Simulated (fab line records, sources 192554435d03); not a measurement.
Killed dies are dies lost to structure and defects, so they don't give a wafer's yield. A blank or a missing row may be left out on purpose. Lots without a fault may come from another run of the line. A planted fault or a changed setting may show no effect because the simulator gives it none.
A struck lot beside a sound one | flow n5_finfet | 16 steps out of a route of 1938
Sound: wafers L867.2, L867.5, L867.6. Struck: wafers L860.1, L860.4, L860.5. The cause comes at the end.
At each step with rows: each side's tool, then ch and its chambers, then its first start. Under that, the readings that differ: sound wafers | struck wafers | difference of the means | sigmas: that difference in standard deviations of wafers without a fault.
alike: readings whose means differ by less than 2 such deviations, and words and numbers that are the same on both sides. not compared: withheld readings, readings that some wafer has no value for, bounds like >300 that may hide the same value, and numbers for which the record gives no deviation and whose values overlap.
The two part at a step that has a row with sigmas, a row that says differs or no value, or rows on one side only. Numbers that don't overlap but have no deviation are shown without sigmas and don't part them. A reading that every wafer of one side lacks parts them only if that side has two wafers or more.

first, 1 step without rows for these wafers: N5_BEOL_M3_STRIP_36 (strips in N2/H2).
N5_BEOL_M3_TRENCH_ETCH_37: etches SiOC in C4F6/O2, target depth 55.555 nm, time 29.2 s.
  sound on rie_diel-06 ch 0,1; struck on rie_diel-06 ch 0,1,2
  alike: O2_flow_sccm, bias_w, drypump_motor_current_A, oes_product_au, rf_vpp_V, showerhead_plenum_p_Torr, throttle_valve_pct
  not compared: rf_hours_counter_h
N5_BEOL_M3_ETCH_41: etches SiCN in CH3F/O2, target depth 29.9 nm, time 52.5 s.
  sound on rie_diel-06 ch 0,1; struck on rie_diel-06 ch 0,1,2
  alike: O2_flow_sccm, bias_w, drypump_motor_current_A, oes_product_au, rf_vpp_V, showerhead_plenum_p_Torr, throttle_valve_pct
  not compared: rf_hours_counter_h
N5_BEOL_M3_STRIP_97: strips in N2/H2, time 10 s.
  sound on rie_diel-06 ch 0,1; struck on rie_diel-06 ch 0,1,2
  alike: drypump_motor_current_A, oes_product_au, rf_vpp_V, showerhead_plenum_p_Torr, throttle_valve_pct
  not compared: rf_hours_counter_h
N5_BEOL_M3_OCD_MEAS_38:
  sound on ocd-01, day 10 19:05; struck on ocd-01, day 9 01:51
  alike: trench_depth_nm
then, 4 steps without rows for these wafers: N5_BEOL_M3_HM_STRIP_39 (strips TiN in peroxide tin strip, target depth 25 nm, time 158 s); N5_BEOL_M3_SRD_40 (time 30 s); N5_BEOL_M3_PRECLEAN_42 (cleans in residue remover, time 60 s); N5_BEOL_M3_SRD_43 (time 30 s).
N5_BEOL_M3_CD_MEAS_35: target cd 18 nm, target cd y 21 nm.
  sound on cd_sem-02, day 10 19:14; struck on cd_sem-01, day 9 02:00
  alike: cd_nm
then, 1 step without rows for these wafers: N5_BEOL_M3_DEGAS_44 (time 60 s).
N5_BEOL_M3_PRE_CLEAN_45: time 30 s.
  sound on pvd_sputter-03, day 10 19:33; struck on pvd_sputter-01, day 9 02:42
  alike: heater_power_w
N5_BEOL_M3_ALD_84: deposits TaN, pulse time 2 s, purge time 3 s, co reactant purge time 2 s.
  sound on ald_metal-04 ch 0,1, day 10 19:37; struck on ald_metal-02 ch 0,1,2, day 9 02:51
  no value came back on the struck wafers for any of 5 readings (ald_cycles, chamber_pressure_Torr (Torr) and others); on the sound wafers ald_cycles reads 30 30 30
N5_BEOL_M3_SURFACE_TREAT_85:
  sound on pvd_sputter-01, day 10 19:51; struck on pvd_sputter-03, day 9 03:05
  alike: ar_flow_sccm
  not compared: pressure_mtorr, throttle_valve_pct
N5_BEOL_M4_RC_MEAS_101:
  the record has rows for the sound wafers here (prober-02 ch 0, day 11 11:07) and none for the struck ones
-- the record jumps here: 5 days lie between the struck wafers' starts before and after (it left off in module BEOL_M4 and takes up again in module PASSIVATION, whose first step shown is number 1936 of the route) --
N5_PASSIVATION_PROBE_49:
  sound on prober-02, day 16 04:32; struck on prober-02, day 14 03:35
  reading                  | sound          | struck            | difference | sigmas
  defect_limited_yield (%) | 88.3 92.3 89.4 | 0 0 0             | -90        | -56
  killed_at_M0_to_M3       | 52 32 64       | 1130 1106 1110    | +1066      | +97
  killed_dies              | 138 91 125     | 1180 1180 1180    | +1062      | +56
  killed_on_rim            | 19 11 11       | 152 152 152       | +138       | +33
  sort_bin_4_leakage (%)   | 0 0 0          | 92.46 90.17 91.69 | +91.44     | +99 or more
  sort_n_pass              | 1042 1089 1055 | 0 0 0             | -1062      | -56
  sort_yield_pct (%)       | 88.3 92.3 89.4 | 0 0 0             | -90        | -56
  alike: killed_at_M4_up, killed_at_contacts, killed_at_front_end, killed_at_other, killed_open, killed_short, sort_bin_5_function, sort_bin_6_memory

WHERE THEY PART
First at N5_BEOL_M3_ALD_84; last, within this record, at N5_PASSIVATION_PROBE_49.

WHY: what the simulator had put in
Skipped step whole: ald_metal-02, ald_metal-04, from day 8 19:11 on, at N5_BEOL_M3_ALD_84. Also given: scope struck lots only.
